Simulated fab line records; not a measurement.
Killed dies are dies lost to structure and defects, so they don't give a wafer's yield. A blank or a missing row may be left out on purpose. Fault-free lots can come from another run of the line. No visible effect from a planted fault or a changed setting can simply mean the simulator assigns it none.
Which tool was responsible? -- flow nand_harc -- 33 wafers from 11 lots sampled at 5 of the route's 1302 steps

WHAT THE GAUGES SHOWED, per wafer
NHARC_END_SORT_01.
lot,measured,on,killed_at_array,killed_at_other,killed_at_periphery,killed_dies,killed_open,killed_short
L494,day 28 17:14,prober-02,63 53 50,3 0 6,611 624 621,677 677 677,4 3 7,6 2 2
L495,day 30 16:32,prober-02,67 71 68,2 1 0,608 605 609,677 677 677,3 5 2,5 6 1
L500,day 31 09:53,prober-01,76 65 83,1 0 0,0 2 0,77 67 83,4 4 3,1 1 2
L501,day 31 18:24,prober-02,53 62 68,0 0 0,3 4 4,56 66 72,2 2 4,1 3 2
L504,day 32 07:33,prober-01,57 60 57,6 3 2,3 3 3,66 66 62,2 0 5,3 2 1
L505,day 32 17:38,prober-01,75 68 51,0 0 1,7 5 7,82 73 59,2 5 2,9 3 3
L506,day 32 21:37,prober-02,61 54 58,1 1 0,4 6 5,66 61 63,3 6 3,3 0 0
L508,day 34 01:23,prober-02,88 95 94,1 0 0,8 4 1,97 99 95,1 1 2,6 1 1

TOOL THAT RAN EACH LOT (tool first, then ch and the chambers of the sampled wafers, then the start)
lot,NHARC_P_ZERO_WELL_ETCH_65,NHARC_P_ZERO_WELL_ETCH_62,NHARC_P_ZERO_WELL_DESCUM_26,NHARC_P_STI_HM_DEP_30
L486,"rie_diel-06 ch 0,1, day 1 21:29","rie_diel-06 ch 2,3, day 1 22:38 or earlier","rie_diel-10 ch 0,2, day 1 22:38","lpcvd-02 ch 1, day 2 14:45"
L489,"rie_diel-06 ch 0,2,3, day 3 03:35","rie_diel-06 ch 0,2,3, day 3 04:52 or earlier","rie_diel-10 ch 0,1,3, day 3 04:52","lpcvd-02 ch 0, day 3 21:28"
L494,"rie_diel-06 ch 1,2, day 5 05:29","rie_diel-06 ch 2,3, day 5 06:46 or earlier","rie_diel-06 ch 0,1,3, day 5 06:46","lpcvd-02 ch 0, day 5 22:11"
L495,"rie_diel-06 ch 0,2,3, day 5 15:29","rie_diel-06 ch 0,1,2, day 5 16:37 or earlier","rie_diel-10 ch 0,1,2, day 5 16:37","lpcvd-02 ch 0, day 6 09:13"
L500,"rie_diel-10 ch 0,2,3, day 7 17:32","rie_diel-10 ch 0,1,3, day 7 18:40 or earlier","rie_diel-06 ch 0,1,2, day 7 18:40","lpcvd-02 ch 1, day 8 10:34"
L501,"rie_diel-06 ch 1,2,3, day 8 03:31","rie_diel-06 ch 0,3, day 8 04:47 or earlier","rie_diel-10 ch 0,1, day 8 04:47","lpcvd-01 ch 0, day 8 20:19"
L504,"rie_diel-06 ch 0,3, day 9 09:32","rie_diel-06 ch 1,2,3, day 9 10:48 or earlier","rie_diel-01 ch 0,2,3, day 9 10:48","lpcvd-02 ch 1, day 10 03:16"
L505,"rie_diel-10 ch 0,2,3, day 9 19:30","rie_diel-10 ch 1,2,3, day 9 20:41 or earlier","rie_diel-10 ch 1,2,3, day 9 20:41","lpcvd-02 ch 0, day 10 12:47"
L506,"rie_diel-01 ch 0,2,3, day 10 05:41","rie_diel-01 ch 0,2,3, day 10 06:51 or earlier","rie_diel-01 ch 0,2,3, day 10 06:51","lpcvd-02 ch 0, day 10 23:36"
L508,"rie_diel-10 ch 0,3, day 11 01:30","rie_diel-10 ch 0,2,3, day 11 02:47 or earlier","rie_diel-01 ch 2,3, day 11 02:47","lpcvd-02 ch 1, day 11 18:50"
L509,"rie_diel-06 ch 0,3, day 11 11:39","rie_diel-06 ch 0,1,3, day 11 12:49 or earlier","rie_diel-06 ch 0,1,2, day 11 12:49","lpcvd-02 ch 0, day 12 04:17"
- NHARC_P_ZERO_WELL_ETCH_65: etches the open film in N2/H2, target depth 80 nm, overetch 24 nm, time 87.88 s.
- NHARC_P_ZERO_WELL_ETCH_62: etches the open film in CHF3/Ar, target depth 13 nm, time 6.5 s.
- NHARC_P_ZERO_WELL_DESCUM_26: chemistry O2, time 3 s.
- NHARC_P_STI_HM_DEP_30: deposits Si3N4, target thk 80 nm, time 873 s.

WHAT THE TOOLS THEMSELVES READ (means of the sampled wafers that have a number; where no wafer has one, the mark that the record gives instead)
NHARC_P_ZERO_WELL_ETCH_65.
lot,tool,bias_w (W),drypump_motor_current_A (A),oes_product_au (a.u.),rf_vpp_V (V),showerhead_plenum_p_Torr (Torr),throttle_valve_pct (%)
L486,rie_diel-06,149.8,6.4,0.985,431.9,2.07,14.168
L489,rie_diel-06,150.0,6.0,1.003,429.5,2.00,14.170
L494,rie_diel-06,149.9,6.1,0.993,430.2,2.04,14.171
L495,rie_diel-06,149.8,6.1,0.993,430.0,1.99,14.167
L500,rie_diel-10,150.2,5.3,1.002,431.1,2.06,14.168
L501,rie_diel-06,150.0,5.8,1.002,429.3,2.02,14.169
L504,rie_diel-06,149.9,5.9,0.994,429.8,2.01,14.179
L505,rie_diel-10,149.8,5.3,1.004,430.8,2.05,14.168
L506,rie_diel-01,149.6,5.9,1.002,430.9,2.06,14.166
L508,rie_diel-10,149.6,5.4,0.997,432.7,2.12,14.167
L509,rie_diel-06,149.8,5.9,0.990,429.4,2.01,14.173

NHARC_P_ZERO_WELL_ETCH_62.
lot,tool,bias_w (W),drypump_motor_current_A (A),oes_product_au (a.u.),rf_vpp_V (V),showerhead_plenum_p_Torr (Torr),throttle_valve_pct (%)
L486,rie_diel-06,200.2,5.8,0.965,369.1,2.29,20.222
L489,rie_diel-06,200.1,6.0,0.955,369.1,2.30,20.221
L494,rie_diel-06,200.5,5.6,0.967,369.6,2.31,20.231
L495,rie_diel-06,199.6,6.3,0.922,369.6,2.32,20.216
L500,rie_diel-10,200.4,5.5,0.956,370.4,2.35,20.223
L501,rie_diel-06,200.5,6.3,0.971,369.7,2.31,20.201
L504,rie_diel-06,199.8,5.8,0.947,370.9,2.32,20.217
L505,rie_diel-10,200.2,5.4,0.970,371.0,2.33,20.220
L506,rie_diel-01,199.7,5.9,0.972,371.7,2.37,20.228
L508,rie_diel-10,199.9,5.3,0.953,370.7,2.35,20.218
L509,rie_diel-06,199.9,6.2,0.932,369.8,2.33,20.224

NHARC_P_ZERO_WELL_DESCUM_26.
lot,tool,drypump_motor_current_A (A),oes_product_au (a.u.),rf_vpp_V (V),showerhead_plenum_p_Torr (Torr),throttle_valve_pct (%)
L486,rie_diel-10,5.3,1.017,58.1,1.89,11.315
L489,rie_diel-10,5.5,1.018,58.1,1.93,11.310
L494,rie_diel-06,6.1,0.996,57.4,1.92,11.305
L495,rie_diel-10,5.5,1.003,57.4,1.86,11.310
L500,rie_diel-06,6.2,1.002,57.6,1.89,11.310
L501,rie_diel-10,5.7,1.006,57.0,1.84,11.307
L504,rie_diel-01,5.9,0.998,58.4,1.94,11.307
L505,rie_diel-10,5.4,0.998,57.5,1.90,11.309
L506,rie_diel-01,5.9,1.002,57.8,1.94,11.315
L508,rie_diel-01,5.7,1.009,57.7,1.90,11.310
L509,rie_diel-06,6.3,0.997,57.4,1.88,11.308

NHARC_P_STI_HM_DEP_30.
lot,tool,pressure_mtorr (mTorr),run_length_s (s),spike_tc_bottom_C (C),spike_tc_upper_C (C),zone_power_top_pct (%)
L486,lpcvd-02,300.4,896,809.8,791.1,31
L489,lpcvd-02,300.2,888,810.2,787.9,24
L494,lpcvd-02,-,-,-,-,-
L495,lpcvd-02,-,-,-,-,-
L500,lpcvd-02,299.3,899,810.2,790.5,31
L501,lpcvd-01,300.2,918,807.8,789.6,24
L504,lpcvd-02,299.1,898,811.0,790.5,32
L505,lpcvd-02,300.8,883,810.4,789.0,24
L506,lpcvd-02,299.8,881,811.1,788.8,24
L508,lpcvd-02,300.6,896,810.1,791.0,32
L509,lpcvd-02,300.1,889,810.8,787.8,24

THE ANSWER, worked out from the rows above alone
Rule: usual is defined by the lots themselves. The widest of any qualifying gaps counts: lots, ordered by their means at a reading, are off when they make up no more than a third of the lots, leave a main group of 4 or more, and stand apart from it by 3 or more times the standard deviation of that group's means. A main group is skipped when, at the precision printed for the reading in the tables above, its means are all equal. A lot without any number at a reading at which 4 lots or more have one is off too. Where the step has rows for the other lots, those lots are counted as sound. Order of review: gauges by route order, followed by the tools' own readings, for which a lot's mean as printed above is used. The first step at which some lot is off is used, and at that step the reading that is off furthest; a lot without a number counts as furthest.
Off: L494, L495, at NHARC_END_SORT_01 (killed_at_periphery). Main group: mean 3.8, sd 1.8. Neither off nor sound, because the step has no rows for them: L486, L489, L509.
If a tool, at a process step before that reading, ran all the lots that are off and no sound lot after the first of them, it fits. Not tried: the gauges at NHARC_END_SORT_01; whatever is off there is also off at NHARC_P_STI_HM_DEP_30, on other tools, and gauge error can't account for it. Because NHARC_P_ZERO_WELL_ETCH_62 lacks a start for some lots, the hours and order of its lots are taken from NHARC_P_ZERO_WELL_DESCUM_26. No candidate that was tried fits.

WHAT THE SIMULATOR PUT IN
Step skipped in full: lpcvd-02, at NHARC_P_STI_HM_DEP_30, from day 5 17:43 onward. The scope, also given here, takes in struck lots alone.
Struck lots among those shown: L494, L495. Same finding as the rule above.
